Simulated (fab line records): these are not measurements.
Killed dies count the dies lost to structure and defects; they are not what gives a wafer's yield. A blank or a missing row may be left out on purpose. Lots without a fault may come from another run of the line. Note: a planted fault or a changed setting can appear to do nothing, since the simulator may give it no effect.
Split-lot study || flow n5-finfet || 21 wafers read from 7 lots, route of 1938 steps

SPLIT DETAILS
At N5_BEOL_M11_COAT_59 (time 60 s, resist thk 100 nm), the setting spin-rpm was moved away from the recipe's 1500 rpm on 8 of the 21 wafers read, by -10.7% to -4.2%. The other wafers ran this setting at the recipe's value.

FROM THE SPLIT TO THE READING: what the file shows between them, 5 steps
- N5_BEOL_M11_EXPOSE_08: exposes mask M11 (also split here: dose-mj)
- N5_BEOL_M11_PEB_09: peb time 60 s
- N5_BEOL_M11_DEVELOP_10: develop time 30 s
- N5_BEOL_M11_DESCUM_16: chemistry O2, time 7.9 s
- N5_BEOL_M11_ETCH_61: etches SiARC in CF4, target depth 39 nm, time 65 s

THE READING
etch.depth-nm (the simulator's own value, which no gauge read), in nm, at N5_BEOL_M11_ETCH_62 (etches SOC in N2/H2, target depth 110 nm, overetch 22 nm, time 165 s). There is no usual value for it anywhere in the file. Here, 13 wafers ran the recipe; their average is 100.12 nm with a standard deviation of 0.25 nm.

{"wafer": "L076.3", "tool, chamber at the split": "litho-track-05, 0", "spin-rpm as run, rpm": 1374, "against the recipe": "-8.4%", "etch.depth-nm, nm": 104.8, "against lot-mates on the recipe": "+4.40"}
{"wafer": "L076.5", "tool, chamber at the split": "litho-track-05, 0", "spin-rpm as run, rpm": 1374, "against the recipe": "-8.4%", "etch.depth-nm, nm": 105.2, "against lot-mates on the recipe": "+4.80"}
{"wafer": "L076.6", "tool, chamber at the split": "litho-track-05, 0", "spin-rpm as run, rpm": 1500, "against the recipe": "recipe", "etch.depth-nm, nm": 100.4, "against lot-mates on the recipe": "-"}
{"wafer": "L080.2", "tool, chamber at the split": "litho-track-02, 0", "spin-rpm as run, rpm": 1500, "against the recipe": "recipe", "etch.depth-nm, nm": 99.95, "against lot-mates on the recipe": "-"}
{"wafer": "L080.5", "tool, chamber at the split": "litho-track-02, 0", "spin-rpm as run, rpm": 1374, "against the recipe": "-8.4%", "etch.depth-nm, nm": 105.2, "against lot-mates on the recipe": "+4.98"}
{"wafer": "L080.6", "tool, chamber at the split": "litho-track-02, 0", "spin-rpm as run, rpm": 1500, "against the recipe": "recipe", "etch.depth-nm, nm": 100.5, "against lot-mates on the recipe": "-"}
{"wafer": "L082.3", "tool, chamber at the split": "litho-track-05, 0", "spin-rpm as run, rpm": 1339, "against the recipe": "-10.7%", "etch.depth-nm, nm": 106, "against lot-mates on the recipe": "+6.30"}
{"wafer": "L082.5", "tool, chamber at the split": "litho-track-05, 0", "spin-rpm as run, rpm": 1339, "against the recipe": "-10.7%", "etch.depth-nm, nm": 105.9, "against lot-mates on the recipe": "+6.20"}
{"wafer": "L082.6", "tool, chamber at the split": "litho-track-05, 0", "spin-rpm as run, rpm": 1500, "against the recipe": "recipe", "etch.depth-nm, nm": 99.7, "against lot-mates on the recipe": "-"}
{"wafer": "L084.1", "tool, chamber at the split": "litho-track-02, 0", "spin-rpm as run, rpm": 1393, "against the recipe": "-7.1%", "etch.depth-nm, nm": 104, "against lot-mates on the recipe": "+3.80"}
{"wafer": "L084.2", "tool, chamber at the split": "litho-track-02, 0", "spin-rpm as run, rpm": 1500, "against the recipe": "recipe", "etch.depth-nm, nm": 100.2, "against lot-mates on the recipe": "-"}
{"wafer": "L084.6", "tool, chamber at the split": "litho-track-02, 0", "spin-rpm as run, rpm": 1393, "against the recipe": "-7.1%", "etch.depth-nm, nm": 104.1, "against lot-mates on the recipe": "+3.90"}
{"wafer": "L094.1", "tool, chamber at the split": "litho-track-01, 0", "spin-rpm as run, rpm": 1500, "against the recipe": "recipe", "etch.depth-nm, nm": 99.75, "against lot-mates on the recipe": "-"}
{"wafer": "L094.4", "tool, chamber at the split": "litho-track-01, 0", "spin-rpm as run, rpm": 1500, "against the recipe": "recipe", "etch.depth-nm, nm": 99.92, "against lot-mates on the recipe": "-"}
{"wafer": "L094.5", "tool, chamber at the split": "litho-track-01, 0", "spin-rpm as run, rpm": 1500, "against the recipe": "recipe", "etch.depth-nm, nm": 100.1, "against lot-mates on the recipe": "-"}
{"wafer": "L089.1", "tool, chamber at the split": "litho-track-05, 0", "spin-rpm as run, rpm": 1500, "against the recipe": "recipe", "etch.depth-nm, nm": 99.99, "against lot-mates on the recipe": "-"}
{"wafer": "L089.4", "tool, chamber at the split": "litho-track-05, 0", "spin-rpm as run, rpm": 1500, "against the recipe": "recipe", "etch.depth-nm, nm": 100.2, "against lot-mates on the recipe": "-"}
{"wafer": "L089.6", "tool, chamber at the split": "litho-track-05, 0", "spin-rpm as run, rpm": 1437, "against the recipe": "-4.2%", "etch.depth-nm, nm": 102.1, "against lot-mates on the recipe": "+2.00"}
{"wafer": "L091.3", "tool, chamber at the split": "litho-track-02, 0", "spin-rpm as run, rpm": 1500, "against the recipe": "recipe", "etch.depth-nm, nm": 100.5, "against lot-mates on the recipe": "-"}
{"wafer": "L091.4", "tool, chamber at the split": "litho-track-02, 0", "spin-rpm as run, rpm": 1500, "against the recipe": "recipe", "etch.depth-nm, nm": 100.2, "against lot-mates on the recipe": "-"}
{"wafer": "L091.5", "tool, chamber at the split": "litho-track-02, 0", "spin-rpm as run, rpm": 1500, "against the recipe": "recipe", "etch.depth-nm, nm": 100.2, "against lot-mates on the recipe": "-"}

FIT RESULTS
A straight line over all 21 wafers: etch.depth-nm changes by -0.56 nm for each +1% of spin-rpm; r = -0.99; the points scatter about the line by 0.26 nm.
The same after taking each lot's own level away (the mean of its wafers on the recipe; 21 wafers): -0.567 nm for each +1%; r = -1.00; scatter 0.2 nm.
On that fit, the largest move of spin-rpm shifts the reading by 6.1 nm.
The span of the lots' own levels, 99.700 to 100.400 nm, comes to 2.8 times the standard deviation stated above.
Hence the lot-to-lot level has little effect on the slope; both slopes agree.
Check: +5.99 nm against its lot-mates is what the line predicts for one of the wafers moved furthest among these (-10.7%) when that wafer is left out of the fit. Against them it came out at +6.3 nm.

ADDITIONAL SPLITS CARRIED BY THESE WAFERS
Before the reading, these wafers also passed through other splits. Each is held against what the fit with the lots' levels taken away leaves over:
{"other split on the same wafers": "N5_BEOL_M10_COAT_22 spin-rpm", "wafers away from the commonest value": 7, "r with etch.depth-nm (lot level and that fit taken away)": -0.04}
{"other split on the same wafers": "N5_BEOL_M11_EXPOSE_08 dose-mj", "wafers away from the commonest value": 7, "r with etch.depth-nm (lot level and that fit taken away)": "+0.25"}

THE WHOLE CHAIN: every reading that the file lists as answering this split, in the file's order
{"step": "N5_BEOL_M11_COAT_59", "what it does": "time 60 s, resist thk 100 nm", "reading": "SOC_of_BEOL_M11_COAT_59.thk-nm (the simulator's own value, which no gauge read)", "change (the file's fit)": "-0.56 nm for each +1% of the setting", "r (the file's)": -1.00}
{"step": "N5_BEOL_M11_ETCH_62", "what it does": "etches SOC in N2/H2, target depth 110 nm, overetch 22 nm, time 165 s", "reading": "etch.depth-nm (the simulator's own value, which no gauge read)", "change (the file's fit)": "-0.563 nm for each +1% of the setting", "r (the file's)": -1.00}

FILE'S OWN FIT
etch.depth-nm changes by -0.563 nm for each +1% of spin-rpm, r = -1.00.
